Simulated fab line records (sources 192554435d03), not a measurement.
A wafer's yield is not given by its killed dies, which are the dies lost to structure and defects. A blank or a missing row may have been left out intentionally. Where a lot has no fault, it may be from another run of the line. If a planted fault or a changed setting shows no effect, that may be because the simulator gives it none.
Which tool did it? + flow n5_finfet + 24 wafers from 8 lots sampled at 7 of the route's 1938 steps

WHAT EACH GAUGE READ, for each wafer
N5_MOL_CONTACT_COAG_CD_MEAS_137: the cd target is 16 nm. Usual: cd_nm reads 15.99 nm (standard deviation 0.28).
| lot  | measured     | on        | cd_nm (nm)        | flag |
|------|--------------|-----------|-------------------|------|
| L949 | day 6 01:41  | cd_sem-03 | 16.21 16.05 16.33 |      |
| L951 | day 6 19:35  | cd_sem-03 | 16.37 16.72 15.74 |      |
| L958 | day 8 13:17  | cd_sem-03 | 14.97 15.98 15.89 |      |
| L963 | day 9 07:56  | cd_sem-03 | 15.76 16.21 15.74 |      |
| L965 | day 10 00:13 | cd_sem-03 | 16.42 15.68 16.16 |      |
| L966 | day 10 05:03 | cd_sem-01 | 16.08 15.77 15.25 |      |
| L967 | day 10 10:37 | cd_sem-02 | 15.85 16.02 15.88 |      |
| L968 | day 10 21:22 | cd_sem-03 | 16.52 15.96 16.18 |      |

N5_BEOL_M4_RC_MEAS_101. Usual: DIBL_N 36.2 mV/V, standard deviation 1.2; DIBL_P 36.3 mV/V, standard deviation 1.3; IOFF_N 0.155 nA/um, standard deviation 0.019; IOFF_P 0.210 nA/um, standard deviation 0.029; ION_N 677 uA/um, standard deviation 8.6; ION_P 465 uA/um, standard deviation 6.8; SS_N 71.4 mV/dec, standard deviation 0.48; SS_P 73.2 mV/dec, standard deviation 0.53; VT_N 249.9 mV, standard deviation 2.4; VT_P -250 mV, standard deviation 3.2.
| lot  | measured     | on        | DIBL_N (mV/V)  | DIBL_P (mV/V)  | IOFF_N (nA/um)    | IOFF_P (nA/um)    | ION_N (uA/um) | ION_P (uA/um) | SS_N (mV/dec)  | SS_P (mV/dec)  | VT_N (mV)         | VT_P (mV)      | flag |
|------|--------------|-----------|----------------|----------------|-------------------|-------------------|---------------|---------------|----------------|----------------|-------------------|----------------|------|
| L949 | day 8 20:08  | prober-01 | 34.5 34.6 34.0 | 35.1 34.9 34.1 | 0.138 0.140 0.121 | 0.196 0.194 0.177 | 682 670 664   | 470 465 456   | 70.4 70.7 70.3 | 73.4 72.7 72.9 | 250.0 251.1 253.0 | -249 -251 -254 |      |
| L951 | day 9 14:22  | prober-02 | 37.6 37.2 36.1 | 37.0 36.6 35.7 | 0.164 0.149 0.144 | 0.198 0.181 0.183 | 679 673 674   | 458 457 465   | 71.6 71.4 71.0 | 73.7 74.1 73.3 | 248.7 252.1 251.6 | -252 -253 -251 |      |
| L958 | day 11 21:50 | prober-01 | 34.9 37.9      | 34.8 38.3      | 0.127 0.181       | 0.173 0.234       | 664 681       | 461 466       | 71.5 72.2      | 72.1 73.4      | 252.5 248.7       | -252 -250      |      |
| L963 | day 13 04:23 | prober-02 | 38.3 38.5 37.0 | 36.4 36.8 35.2 | 0.164 0.166 0.143 | 0.178 0.186 0.159 | 679 676 678   | 460 451 459   | 70.9 71.7 71.3 | 73.2 73.6 72.5 | 250.1 251.8 249.1 | -255 -254 -256 |      |
| L965 | day 12 20:55 | prober-02 | 35.8 35.6 34.0 | 36.8 36.4 34.9 | 0.170 0.158 0.139 | 0.225 0.217 0.197 | 678 681 679   | 472 469 467   | 71.5 71.2 70.5 | 73.3 73.2 73.4 | 245.8 249.6 247.4 | -248 -248 -249 |      |
| L966 | day 13 15:44 | prober-02 | 34.4 35.5 35.8 | 35.3 36.5 36.0 | 0.122 0.139 0.135 | 0.160 0.180 0.172 | 668 681 664   | 457 462 452   | 70.6 71.3 71.3 | 72.8 73.1 72.6 | 253.7 249.6 249.5 | -255 -254 -251 |      |
| L967 | day 13 20:10 | prober-02 | 37.6 37.3 37.2 | 36.5 37.1 36.3 | 0.155 0.156 0.147 | 0.207 0.218 0.203 | 665 680 671   | 457 465 467   | 71.7 71.6 71.3 | 72.6 72.3 73.1 | 250.2 250.3 250.7 | -250 -249 -249 |      |
| L968 | day 14 17:31 | prober-02 | 36.7 36.6 37.7 | 36.1 35.9 38.0 | 0.170 0.166 0.184 | 0.206 0.199 0.240 | 676 676 690   | 466 461 471   | 71.5 70.6 72.1 | 73.0 73.5 73.9 | 247.0 250.3 245.6 | -251 -252 -249 |      |

EACH LOT AND THE TOOL THAT RAN IT (in order: tool; ch and the chambers of the sampled wafers; start)
| lot  | N5_MOL_CONTACT_COAG_CO_FILL_22   | N5_MOL_CONTACT_COAG_SPUTTER_130 | N5_MOL_CONTACT_COAG_CMP_23    | N5_MOL_CONTACT_COAG_ETCH_91       | N5_MOL_CONTACT_COAG_ETCH_47       |
|------|----------------------------------|---------------------------------|-------------------------------|-----------------------------------|-----------------------------------|
| L949 | cvd_co-02 ch 0,1,2, day 5 16:55  | pvd_sputter-02, day 5 20:38     | cmp-03 ch 0,2,3, day 5 20:56  | rie_diel-02 ch 1,2, day 6 01:13   | rie_diel-02 ch 1,2, day 6 01:27   |
| L951 | cvd_co-02 ch 1,2, day 6 11:02    | pvd_sputter-01, day 6 14:24     | cmp-02 ch 0,2,3, day 6 14:40  | rie_diel-02 ch 0,2,3, day 6 19:08 | rie_diel-02 ch 0,2,3, day 6 19:22 |
| L958 | cvd_co-01 ch 0,1,2, day 8 04:32  | pvd_sputter-02, day 8 08:00     | cmp-03 ch 2,3, day 8 08:11    | rie_diel-04 ch 0,1,3, day 8 12:49 | rie_diel-04 ch 0,1,3, day 8 13:02 |
| L963 | cvd_co-01 ch 1,2, day 9 00:40    | pvd_sputter-03, day 9 03:07     | cmp-02 ch 0,1, day 9 03:19    | rie_diel-01 ch 1,2,3, day 9 07:29 | rie_diel-01 ch 1,2,3, day 9 07:43 |
| L965 | cvd_co-01 ch 0,2, day 9 14:45    | pvd_sputter-03, day 9 19:25     | cmp-02 ch 0,1,2, day 9 19:36  | rie_diel-04 ch 0,3, day 9 23:45   | rie_diel-04 ch 0,3, day 9 23:59   |
| L966 | cvd_co-01 ch 0,1,2, day 9 20:43  | pvd_sputter-02, day 9 23:58     | cmp-03 ch 0,1,2, day 10 00:09 | rie_diel-04 ch 2,3, day 10 04:27  | rie_diel-04 ch 2,3, day 10 04:48  |
| L967 | cvd_co-01 ch 0,1, day 10 01:14   | pvd_sputter-03, day 10 05:47    | cmp-01 ch 0,1,2, day 10 06:00 | rie_diel-02 ch 0,3, day 10 10:10  | rie_diel-02 ch 0,3, day 10 10:23  |
| L968 | cvd_co-02 ch 0,1,2, day 10 12:52 | pvd_sputter-03, day 10 16:07    | cmp-01 ch 0,1,3, day 10 16:22 | rie_diel-01 ch 0,1, day 10 20:54  | rie_diel-01 ch 0,1, day 10 21:08  |
- N5_MOL_CONTACT_COAG_CO_FILL_22: material Co, precursor CCTBA/H2, target thk 20 nm.
- N5_MOL_CONTACT_COAG_SPUTTER_130: material Co, target thk 47.5 nm.
- N5_MOL_CONTACT_COAG_CMP_23: polishes, stops on SiO2, t overpolish 1.5 s, target thk 0 nm.
- N5_MOL_CONTACT_COAG_ETCH_91: etches SOC in N2/H2, target depth 60 nm, overetch 21 nm, time 101.2 s.
- N5_MOL_CONTACT_COAG_ETCH_47: etches SiNx in CH3F/O2, stops on W, target depth 27 nm.

AS READ BY THE TOOLS THEMSELVES (means over the sampled wafers that have a number; for cases with no such wafer, the mark the record gives instead)
N5_MOL_CONTACT_COAG_CO_FILL_22. Usual: chamber_pressure_Torr 29.99 Torr, standard deviation 0.066; heater_power_w 240 W, standard deviation 21.
| lot  | tool      | chamber_pressure_Torr (Torr) | heater_power_w (W) | flag |
|------|-----------|------------------------------|--------------------|------|
| L949 | cvd_co-02 | 29.95                        | 238                |      |
| L951 | cvd_co-02 | 30.02                        | 234                |      |
| L958 | cvd_co-01 | 30.04                        | 241                |      |
| L963 | cvd_co-01 | 29.99                        | 223                |      |
| L965 | cvd_co-01 | 30.02                        | 263                |      |
| L966 | cvd_co-01 | 30.07                        | 239                |      |
| L967 | cvd_co-01 | 29.98                        | 239                |      |
| L968 | cvd_co-02 | 30.00                        | 235                |      |

N5_MOL_CONTACT_COAG_SPUTTER_130. Usual: throttle_valve_pct reads 30.4 % (standard deviation 1.1).
| lot  | tool           | throttle_valve_pct (%) | flag |
|------|----------------|------------------------|------|
| L949 | pvd_sputter-02 | 30.5                   |      |
| L951 | pvd_sputter-01 | 29.7                   |      |
| L958 | pvd_sputter-02 | 31.0                   |      |
| L963 | pvd_sputter-03 | 29.7                   |      |
| L965 | pvd_sputter-03 | 30.4                   |      |
| L966 | pvd_sputter-02 | 31.0                   |      |
| L967 | pvd_sputter-03 | 30.4                   |      |
| L968 | pvd_sputter-03 | 31.6                   |      |

N5_MOL_CONTACT_COAG_CMP_23. Usual: motor_current_A 7.9 A, standard deviation 0.92; overpolish_run_s 1.499 s, standard deviation 0.0097; time_to_endpoint_s 10.3 s, standard deviation 2.5.
| lot  | tool   | motor_current_A (A) | overpolish_run_s (s) | time_to_endpoint_s (s) | flag |
|------|--------|---------------------|----------------------|------------------------|------|
| L949 | cmp-03 | 8.1                 | 1.507                | 12.0                   |      |
| L951 | cmp-02 | 6.9                 | 1.503                | 7.4                    |      |
| L958 | cmp-03 | 8.5                 | 1.501                | 12.8                   |      |
| L963 | cmp-02 | 7.9                 | 1.503                | 8.5                    |      |
| L965 | cmp-02 | 7.4                 | 1.502                | 11.9                   |      |
| L966 | cmp-03 | 7.7                 | 1.500                | 10.6                   |      |
| L967 | cmp-01 | 8.7                 | 1.498                | 10.2                   |      |
| L968 | cmp-01 | 8.1                 | 1.494                | 9.6                    |      |

N5_MOL_CONTACT_COAG_ETCH_91. Usual: drypump_motor_current_A 5.5 A, standard deviation 0.31; oes_product_au 0.68 a.u., standard deviation 0.064; rf_vpp_V 524.9 V, standard deviation 1.9; showerhead_plenum_p_Torr 2.58 Torr, standard deviation 0.065; throttle_valve_pct 17.80 %, standard deviation 0.2.
| lot  | tool        | drypump_motor_current_A (A) | oes_product_au (a.u.) | rf_vpp_V (V) | showerhead_plenum_p_Torr (Torr) | throttle_valve_pct (%) | flag |
|------|-------------|-----------------------------|-----------------------|--------------|---------------------------------|------------------------|------|
| L949 | rie_diel-02 | 5.2                         | 0.65                  | 524.6        | 2.54                            | 17.77                  |      |
| L951 | rie_diel-02 | 5.4                         | 0.61                  | 526.2        | 2.60                            | 17.90                  |      |
| L958 | rie_diel-04 | 5.6                         | 0.73                  | 523.6        | 2.53                            | 17.82                  |      |
| L963 | rie_diel-01 | 5.9                         | 0.67                  | 525.3        | 2.59                            | 17.70                  |      |
| L965 | rie_diel-04 | 5.6                         | 0.66                  | 524.3        | 2.55                            | 17.81                  |      |
| L966 | rie_diel-04 | 5.5                         | 0.70                  | 524.3        | 2.57                            | 17.80                  |      |
| L967 | rie_diel-02 | 5.5                         | 0.58                  | 525.6        | 2.62                            | 18.16                  |      |
| L968 | rie_diel-01 | 5.7                         | 0.61                  | 526.7        | 2.63                            | 17.84                  |      |

N5_MOL_CONTACT_COAG_ETCH_47. Usual: CH3F_flow_sccm 30.02 sccm, standard deviation 0.097; drypump_motor_current_A 5.5 A, standard deviation 0.31; etch_rf_on_time_s 30.9 s, standard deviation 0.4; oes_product_au 0.72 a.u., standard deviation 0.071; rf_vpp_V 297 V, standard deviation 4.3; showerhead_plenum_p_Torr 2.03 Torr, standard deviation 0.052; throttle_valve_pct 16.34 %, standard deviation 0.18.
| lot  | tool        | CH3F_flow_sccm (sccm) | drypump_motor_current_A (A) | etch_rf_on_time_s (s) | oes_product_au (a.u.) | rf_vpp_V (V) | showerhead_plenum_p_Torr (Torr) | throttle_valve_pct (%) | flag |
|------|-------------|-----------------------|-----------------------------|-----------------------|-----------------------|--------------|---------------------------------|------------------------|------|
| L949 | rie_diel-02 | 30.05                 | 5.2                         | 31.5                  | 0.69                  | 300          | 2.01                            | 16.35                  |      |
| L951 | rie_diel-02 | 30.00                 | 5.4                         | 30.8                  | 0.66                  | 300          | 2.04                            | 16.44                  |      |
| L958 | rie_diel-04 | 30.12                 | 5.6                         | 30.9                  | 0.62                  | 294          | 1.98                            | 16.34                  |      |
| L963 | rie_diel-01 | 30.03                 | 5.9                         | 30.8                  | 0.72                  | 299          | 2.04                            | 16.24                  |      |
| L965 | rie_diel-04 | 30.16                 | 5.6                         | 30.8                  | 0.71                  | 296          | 2.01                            | 16.42                  |      |
| L966 | rie_diel-04 | 29.97                 | 5.5                         | 31.1                  | 0.74                  | 295          | 2.03                            | 16.35                  |      |
| L967 | rie_diel-02 | 30.03                 | 5.5                         | 31.0                  | 0.62                  | 299          | 2.06                            | 16.64                  |      |
| L968 | rie_diel-01 | 30.00                 | 5.7                         | 30.9                  | 0.66                  | 301          | 2.08                            | 16.36                  |      |

THE ANSWER, worked out from the rows above alone
Rule: take the mean of a lot's wafers that have a number; if it is more than 3 standard deviations from the usual mean, the lot is off. Also off: a lot with no number at a reading for which 4 or more lots have one. Any other lot the step has rows for is counted as sound. First the gauges in route order, then the tools' own readings, where a lot's mean is used as printed above. At the first step where some lot is off, the reading lying furthest off is the one used; lots without a number count as furthest.
Nothing can be told from this: no lot is off at any reading shown.

WHAT WAS PUT IN BY THE SIMULATOR
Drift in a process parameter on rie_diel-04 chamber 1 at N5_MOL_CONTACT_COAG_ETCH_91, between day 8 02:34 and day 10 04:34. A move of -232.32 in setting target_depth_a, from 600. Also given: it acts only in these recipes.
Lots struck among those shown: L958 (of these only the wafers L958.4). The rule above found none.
